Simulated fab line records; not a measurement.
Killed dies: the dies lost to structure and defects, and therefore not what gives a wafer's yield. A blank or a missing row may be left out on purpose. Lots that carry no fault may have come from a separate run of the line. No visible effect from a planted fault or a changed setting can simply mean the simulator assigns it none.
A lot that was struck, set against a sound lot ; flow n5 finfet ; 14 out of 1938 route steps
Sound: wafers L962.1, L962.2, L962.6. Struck: wafers L961.1, L961.4, L961.6. Last of all comes the cause.
At each step with rows: each side's tool, then ch and its chambers, then its first start. Under that, the readings that differ: sound wafers ; struck wafers ; difference of the means ; sigmas: that difference in standard deviations of wafers without a fault.
alike: words and numbers the same on both sides, and readings whose means are apart by under 2 such deviations; not compared: readings that were withheld, readings missing a value for some wafer, numbers with overlapping values and no deviation given by the record, and bounds like >300 which may hide the same value.
Wherever a step has rows on one side only, a row that says differs or no value, or a row with sigmas, the two part there. Numbers that don't overlap but have no deviation are shown without sigmas and don't part them. A reading that every wafer of one side lacks parts them only if that side has two wafers or more.

first, 1 step without rows for these wafers: N5_BEOL_M10_DEVELOP_27 (develop time 30 s).
N5_BEOL_M10_CD_MEAS_28: target cd 70 nm.
  sound on cd sem-02 ch 0, day 14 11:29; struck on cd sem-02 ch 0, day 14 11:39
  alike: cd nm
N5_BEOL_M10_OVL_MEAS_29:
  sound on overlay-01 ch 0, day 14 11:31; struck on overlay-02 ch 0, day 14 11:41
  alike: V9_OVL
N5_BEOL_M10_INSPECT_30: inspects for defects (brightfield).
  struck on defect inspect-01, day 14 11:42; sound on defect inspect-01, day 14 11:32
  alike: raw defect count
then, 1 step without rows for these wafers: N5_BEOL_M10_DESCUM_33 (chemistry O2, time 7.9 s).
N5_BEOL_M10_ETCH_65: etches SiARC in CF4, target depth 39 nm, time 65 s.
  sound on rie diel-02 ch 0,2,3, day 14 11:36; struck on rie diel-06 ch 1,2, day 14 12:01
  alike: chamber pressure mTorr, drypump motor current A, etch rf on time s, oes product au, rf fwd power W, rf vpp V, showerhead plenum p Torr, throttle valve pct
  not compared: rf hours counter h
N5_BEOL_M10_ETCH_66: etches SOC in N2/H2, target depth 120 nm, overetch 24 nm, time 180 s.
  sound on rie diel-02 ch 0,2,3, day 14 11:39; struck on rie diel-06 ch 1,2, day 14 12:04
reading;sound;struck;difference;sigmas
throttle valve pct (%);17.91 17.67 17.55;18.29 18.28 18.19;+0.54;+2
  alike: chamber pressure mTorr, drypump motor current A, oes product au, rf fwd power W, rf vpp V, showerhead plenum p Torr
  not compared: rf hours counter h
then, 1 step without rows for these wafers: N5_BEOL_M10_STRIP_69 (strips in N2/H2).
N5_BEOL_M10_VIA_ETCH_34: etches SiCOH lowk in C4F6/O2, target depth 184.5 nm, time 69.2 s.
  sound on rie diel-02 ch 0,2,3, day 14 11:46; struck on rie diel-06 ch 1,2, day 14 12:11
reading;sound;struck;difference;sigmas
throttle valve pct (%);20.84 20.74 20.61;21.29 21.29 21.16;+0.52;+2
  alike: O2_flow_sccm, chamber pressure mTorr, drypump motor current A, oes_ar_750_au, oes product au, rf fwd power W, rf vpp V, showerhead plenum p Torr
  not compared: rf hours counter h
then, 1 step without rows for these wafers: N5_BEOL_M10_STRIP_73 (strips in C4F6/O2).
N5_BEOL_M10_STRIP_36: strips in N2/H2.
  sound on rie diel-02 ch 0,2,3, day 14 11:50; struck on rie diel-06 ch 1,2, day 14 12:15
reading;sound;struck;difference;sigmas
throttle valve pct (%);23.7 23.4 23.4;24.1 24.1 24.3;+0.7;+2
  alike: chamber pressure mTorr, drypump motor current A, oes product au, rf vpp V, showerhead plenum p Torr
  not compared: rf hours counter h
N5_BEOL_M10_TRENCH_ETCH_37: etches SiCOH lowk in C4F6/O2, target depth 148.83 nm, time 48 s.
  sound on rie diel-02 ch 0,2,3; struck on rie diel-06 ch 1,2
reading;sound;struck;difference;sigmas
throttle valve pct (%);20.89 20.77 20.63;21.31 21.34 21.19;+0.52;+2
  alike: O2_flow_sccm, chamber pressure mTorr, drypump motor current A, oes_ar_750_au, oes product au, rf fwd power W, rf vpp V, showerhead plenum p Torr
  not compared: rf hours counter h
N5_BEOL_M10_ETCH_41: etches SiCN in CH3F/O2, target depth 42.6 nm, time 86 s.
  sound on rie diel-02 ch 0,2,3, day 14 11:55; struck on rie diel-06 ch 1,2, day 14 12:20
reading;sound;struck;difference;sigmas
rf fwd power W (W);393.4 392.6 392.0;488.6 488.1 486.4;+95.0;+63
rf vpp V (V);299.4 296.0 296.1;274.9 276.2 279.7;-20.2;-13
throttle valve pct (%);16.36 16.22 16.03;16.75 16.75 16.49;+0.46;+2
model.etch.depth nm (nm);32.46 32.76 32.45;34.9 34.56 35.5;+2.4;
  alike: CH3F_flow_sccm, O2_flow_sccm, chamber pressure mTorr, drypump motor current A, oes product au, showerhead plenum p Torr
  not compared: rf hours counter h
then, 1 step without rows for these wafers: N5_BEOL_M10_STRIP_77 (strips in N2/H2, time 10 s).

WHERE THEY PART
At N5_BEOL_M10_ETCH_66 first; at N5_BEOL_M10_ETCH_41 last (within this record only).

WHY: what had been put in by the simulator
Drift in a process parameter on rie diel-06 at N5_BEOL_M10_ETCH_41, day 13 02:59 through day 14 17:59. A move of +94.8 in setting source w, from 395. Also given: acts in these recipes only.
